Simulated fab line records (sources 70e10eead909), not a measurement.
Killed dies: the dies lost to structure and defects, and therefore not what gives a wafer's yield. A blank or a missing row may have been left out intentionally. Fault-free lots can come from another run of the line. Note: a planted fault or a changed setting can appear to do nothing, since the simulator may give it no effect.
Which tool was responsible?    flow nand-harc    36 wafers from 12 lots sampled at 3 of the route's 1302 steps

## WHAT THE GAUGES SHOWED, per wafer
NHARC_P_M0_CD_MEAS_16.
lot   measured      on         cd-nm (nm)
L075  day 6 16:11   cd-sem-01  90.1 90.2 89.2
L077  day 7 10:52   cd-sem-02  90.8 90.2 89.7
L080  day 8 11:06   cd-sem-02  90.3 90.3 91.0
L081  day 9 05:01   cd-sem-03  89.7 90.6 90.4
L083  day 9 23:49   cd-sem-01  89.7 89.0 90.0
L085  day 10 18:01  cd-sem-02  89.1 89.3 89.2
L087  day 11 11:33  cd-sem-01  90.6 89.8 90.6
L089  day 12 08:23  cd-sem-01  91.0 91.8 90.0
L091  day 13 17:05  cd-sem-03  90.8 89.7 89.4
L094  day 14 04:06  cd-sem-01  90.1 89.0 90.4
L095  day 14 16:41  cd-sem-03  89.7 90.7 89.3
L096  day 15 09:03  cd-sem-02  90.2 91.4 90.8

## TOOL THAT RAN EACH LOT (tool first, then ch and the chambers of the sampled wafers, then the start)
lot   NHARC_P_CONTACT_CMP_24         NHARC_P_M0_ETCH_15
L075  cmp-02 ch 1,2,3, day 6 14:27   rie-diel-08 ch 0,2,3, day 6 16:11 or earlier
L077  cmp-02 ch 0,2, day 7 09:14     rie-diel-08 ch 0,2, day 7 10:52 or earlier
L080  cmp-02 ch 0,1,2, day 8 09:20   rie-diel-08 ch 0,1,3, day 8 11:06 or earlier
L081  cmp-02 ch 0,3, day 9 02:29     rie-diel-07 ch 0,2,3, day 9 05:01 or earlier
L083  cmp-02 ch 0,1, day 9 22:02     rie-diel-04 ch 0,1, day 9 23:49 or earlier
L085  cmp-01 ch 0,1, day 10 16:23    rie-diel-04 ch 1,2, day 10 18:01 or earlier
L087  cmp-01 ch 0,3, day 11 09:53    rie-diel-08 ch 0,1,2, day 11 11:33 or earlier
L089  cmp-04 ch 1,2,3, day 12 06:35  rie-diel-04 ch 1,2,3, day 12 08:23 or earlier
L091  cmp-02 ch 1,2,3, day 13 15:28  rie-diel-07 ch 2,3, day 13 17:05 or earlier
L094  cmp-01 ch 1,2, day 14 02:19    rie-diel-08 ch 0,2,3, day 14 04:06 or earlier
L095  cmp-02 ch 0,1,2, day 14 14:53  rie-diel-07 ch 1,3, day 14 16:41 or earlier
L096  cmp-01 ch 0,2, day 15 07:06    rie-diel-04 ch 2,3, day 15 09:03 or earlier
- NHARC_P_CONTACT_CMP_24: polishes, t overpolish 30 s, target thk 200 nm.
- NHARC_P_M0_ETCH_15: etches the open film in C4F8/Ar, target depth 150 nm, overetch 15 nm, time 82.5 s.

## THE ANSWER, worked out from the rows above alone
Rule: usual is defined by the lots themselves. Put in order of their means at a reading, lots are off if they are a third of the lots or fewer, leave a main group of 4 or more, and stand apart from it by a gap of 3 or more times the standard deviation of the main group's means; of several such gaps the widest counts. A main group whose means are all the same, to the digits that the tables above print for the reading, isn't used. A lot without any number at a reading at which 4 lots or more have one is off too. Any other lot the step has rows for is counted as sound.
Nothing can be told from this: no lot is off at any reading shown.

## WHAT THE SIMULATOR HAD INSERTED
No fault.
